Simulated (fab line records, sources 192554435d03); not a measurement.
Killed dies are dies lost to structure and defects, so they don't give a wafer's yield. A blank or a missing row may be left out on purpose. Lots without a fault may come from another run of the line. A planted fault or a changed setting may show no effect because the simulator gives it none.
Chamber matching | flow n5_finfet | N5_BEOL_M0_SAQP_DESCUM_19 on rie_diel-01: 4 sister chambers
The step chemistry O2, time 7.9 s. 16 wafers are shown with their chamber, then 8 later ones without.

WAFERS WITH THEIR CHAMBER
wafer  | chamber | showerhead_plenum_p_Torr (Torr) | oes_product_au (a.u.) | throttle_valve_pct (%)
L075.1 | 1       | 2.06                            | 0.95                  | 20.54
L075.2 | 3       | 2.06                            | 0.73                  | 20.29
L075.4 | 0       | 2.11                            | 0.69                  | 20.29
L080.1 | 3       | 2.06                            | 0.73                  | 20.31
L080.3 | 2       | 2.17                            | 0.72                  | 20.54
L080.4 | 1       | 2.06                            | 0.94                  | 20.56
L081.2 | 2       | 2.16                            | 0.72                  | 20.53
L081.3 | 1       | 2.06                            | 0.93                  | 20.54
L081.5 | 3       | 2.06                            | 0.72                  | 20.33
L083.4 | 2       | 2.16                            | 0.72                  | 20.52
L083.5 | 1       | 2.06                            | 0.92                  | 20.54
L083.6 | 2       | 2.16                            | 0.71                  | 20.54
L088.1 | 3       | 2.06                            | 0.72                  | 20.34
L088.2 | 2       | 2.16                            | 0.72                  | 20.55
L088.3 | 1       | 2.06                            | 0.91                  | 20.57
L091.1 | 1       | 2.06                            | 0.91                  | 20.58

SIGNATURES (means of the wafers above)
reading                  | chamber 0 | chamber 1 | chamber 2 | chamber 3 | scatter within a chamber
showerhead_plenum_p_Torr | 2.1100    | 2.0600    | 2.1620    | 2.0600    | 0.00258
oes_product_au           | 0.6900    | 0.9267    | 0.7180    | 0.7250    | 0.0112
throttle_valve_pct       | 20.2900   | 20.5550   | 20.5360   | 20.3175   | 0.0172
Rule: a wafer's distance from a chamber is the root of the sum, over the readings, of the square of ((its reading less the chamber's mean) divided by the reading's scatter). The wafer belongs to the nearest chamber; if the next one is less than 2 further off, it can't be placed. The scatter: the root of (the sum of the squares of (reading less its chamber's mean) over the shown wafers, divided by (wafers less chambers)).

WAFERS WITHOUT THEIR CHAMBER
wafer  | showerhead_plenum_p_Torr (Torr) | oes_product_au (a.u.) | throttle_valve_pct (%)
L091.2 | 2.16                            | 0.72                  | 20.56
L091.4 | 2.05                            | 0.71                  | 20.34
L093.1 | 2.05                            | 0.89                  | 20.57
L093.5 | 2.10                            | 0.93                  | 19.88
L093.6 | 2.05                            | 0.71                  | 20.35
L094.2 | 2.10                            | 0.92                  | 19.89
L094.3 | 2.16                            | 0.71                  | 20.57
L094.5 | 2.10                            | 0.93                  | 19.87

WHICH CHAMBER EACH WENT THROUGH
wafer  | from the rows above | in truth
L091.2 | 2                   | 2
L091.4 | 3                   | 3
L093.1 | 1                   | 1
L093.5 | 0                   | 0
L093.6 | 3                   | 3
L094.2 | 0                   | 0
L094.3 | 2                   | 2
L094.5 | 0                   | 0
Placed correctly: 8 of 8. Can't be placed from these rows: 0. Placed wrongly: 0.
